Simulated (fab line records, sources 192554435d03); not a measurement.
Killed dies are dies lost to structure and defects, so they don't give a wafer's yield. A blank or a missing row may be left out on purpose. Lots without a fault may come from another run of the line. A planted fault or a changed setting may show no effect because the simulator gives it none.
A struck lot beside a sound one | flow n5_finfet | 37 steps out of a route of 1938
Sound: wafers L487.2, L487.3, L487.4. Struck: wafers L479.3, L479.5, L479.6. The cause comes at the end.
At each step with rows: each side's tool, then ch and its chambers, then its first start. Under that, the readings that differ: sound wafers | struck wafers | difference of the means | sigmas: that difference in standard deviations of wafers without a fault.
alike: readings whose means differ by less than 2 such deviations, and words and numbers that are the same on both sides. not compared: withheld readings, readings that some wafer has no value for, bounds like >300 that may hide the same value, and numbers for which the record gives no deviation and whose values overlap.
The two part at a step that has a row with sigmas, a row that says differs or no value, or rows on one side only. Numbers that don't overlap but have no deviation are shown without sigmas and don't part them. A reading that every wafer of one side lacks parts them only if that side has two wafers or more.

first, 9 steps without rows for these wafers: N5_WELL_APT_COAT_02 (resist thk 950 nm); N5_WELL_APT_EBR_04; N5_WELL_APT_SOFTBAKE_03 (time 60 s); N5_WELL_APT_EXPOSE_05 (exposes mask NWELL, defocus 0 nm, target cd 200 nm); N5_WELL_APT_PEB_06 (peb time 90 s); N5_WELL_APT_DEVELOP_07 (develop time 45 s); N5_WELL_APT_HARDBAKE_12 (time 120 s); N5_WELL_APT_DESCUM_13 (chemistry O2, time 7.9 s); N5_WELL_APT_IMPLANT_14.
N5_WELL_APT_IMPLANT_15:
  sound on implanter-01 ch 0, day 7 02:16; struck on implanter-02, day 5 02:07
  no value came back on the struck wafers for beam_energy_keV, beam_on_s (s), tilt_deg (degrees); on the sound wafers beam_energy_keV reads 25.000 25.014 24.983
then, 25 steps without rows for these wafers: N5_WELL_APT_STRIP_16 (strips in SPM, time 900 s); N5_WELL_APT_HMDS_18 (time 60 s); N5_WELL_APT_COAT_19 (resist thk 950 nm); N5_WELL_APT_EBR_21; N5_WELL_APT_SOFTBAKE_20 (time 60 s); N5_WELL_APT_EXPOSE_22 (exposes mask PWELL, defocus 0 nm, target cd 200 nm); N5_WELL_APT_PEB_23 (peb time 90 s); N5_WELL_APT_DEVELOP_24 (develop time 45 s); N5_WELL_APT_HARDBAKE_29 (time 120 s); N5_WELL_APT_DESCUM_30 (chemistry O2, time 7.9 s); N5_WELL_APT_IMPLANT_31; N5_WELL_APT_IMPLANT_32; N5_WELL_APT_STRIP_33 (strips in SPM, time 900 s); N5_WELL_APT_RTA_34 (time 10 s); N5_WELL_APT_OXIDE_STRIP_42 (strips SiO2 in dHF, time 45 s, target depth 12 nm); N5_WELL_APT_PRECLEAN_36 (cleans in O3/DIW, time 45 s); N5_WELL_APT_PRECLEAN_39 (cleans in dHF, time 60 s); N5_WELL_APT_SRD_37 (time 30 s); N5_WELL_APT_EPI_41 (deposits Si from SiH4/H2, target thk 50 nm, time 297.7 s); N5_PMOS_HMC_CHANNEL_EPI_HM_DEP_34 (deposits SiO2 from TEOS/O2, target thk 36 nm, time 6.9 s); N5_PMOS_HMC_CHANNEL_EPI_COAT_31 (time 60 s, resist thk 66 nm); N5_PMOS_HMC_CHANNEL_EPI_COAT_03 (resist thk 205 nm); N5_PMOS_HMC_CHANNEL_EPI_EBR_05; N5_PMOS_HMC_CHANNEL_EPI_SOFTBAKE_04 (time 60 s); N5_PMOS_HMC_CHANNEL_EPI_EXPOSE_06 (exposes mask PMOS HMC BLK, target cd 240 nm).
-- the record jumps here: 6 days lie between the struck wafers' starts before and after (it left off in module PMOS_HMC_CHANNEL_EPI and takes up again in module BEOL_M4, whose first step shown is number 1111 of the route) --
N5_BEOL_M4_RC_MEAS_101:
  sound on prober-02 ch 0, day 14 02:47; struck on prober-02 ch 0, day 11 04:13
  reading            | sound             | struck            | difference | sigmas
  CJ_P               | 5.62 5.63 5.68    | 1.00 1.00 1.00    | -4.64      | -33
  DIBL_P (mV/V)      | 37.3 38.8 35.8    | 49.1 49.9 51.9    | +13.0      | +8
  IOFF_P (nA/um)     | 0.22 0.24 0.19    | 0.88 0.95 1.28    | +0.82      | +26
  IOFF_P_85C (nA/um) | 3.8 4.1 3.3       | 12.3 12.8 16.7    | +10.2      | +23
  IOFF_P_LIN (nA/um) | 0.104 0.110 0.094 | 0.174 0.168 0.207 | +0.080     | +7
  SS_P (mV/dec)      | 73.5 74.1 73.5    | 82.9 83.9 86.6    | +10.8      | +20
  alike: DIBL_N, IOFF_N, ION_N, ION_P, SS_N, VT_N, VT_P
-- the record jumps here: 4 days lie between the struck wafers' starts before and after (it left off in module BEOL_M4 and takes up again in module PASSIVATION, whose first step shown is number 1936 of the route) --
N5_PASSIVATION_PROBE_49:
  sound on prober-02, day 18 14:05; struck on prober-02, day 15 15:31
  reading                 | sound          | struck            | difference | sigmas
  sort_bin_4_leakage (%)  | 0 0 0          | 91.36 91.86 91.95 | +91.72     |
  sort_bin_5_function (%) | 6.0 5.7 5.9    | 3.5 3.3 4.0       | -2.3       | -2
  sort_n_pass             | 1065 1082 1071 | 30 20 0           | -1056      | -59
  sort_yield_pct (%)      | 90.3 91.7 90.8 | 2.5 1.7 0         | -89.5      | -60
  alike: defect_limited_yield, killed_at_M0_to_M3, killed_at_M4_up, killed_at_contacts, killed_at_front_end, killed_at_other, killed_dies, killed_open, killed_short, sort_bin_6_memory

WHERE THEY PART
First at N5_WELL_APT_IMPLANT_15; last, within this record, at N5_PASSIVATION_PROBE_49.

WHY: what the simulator had put in
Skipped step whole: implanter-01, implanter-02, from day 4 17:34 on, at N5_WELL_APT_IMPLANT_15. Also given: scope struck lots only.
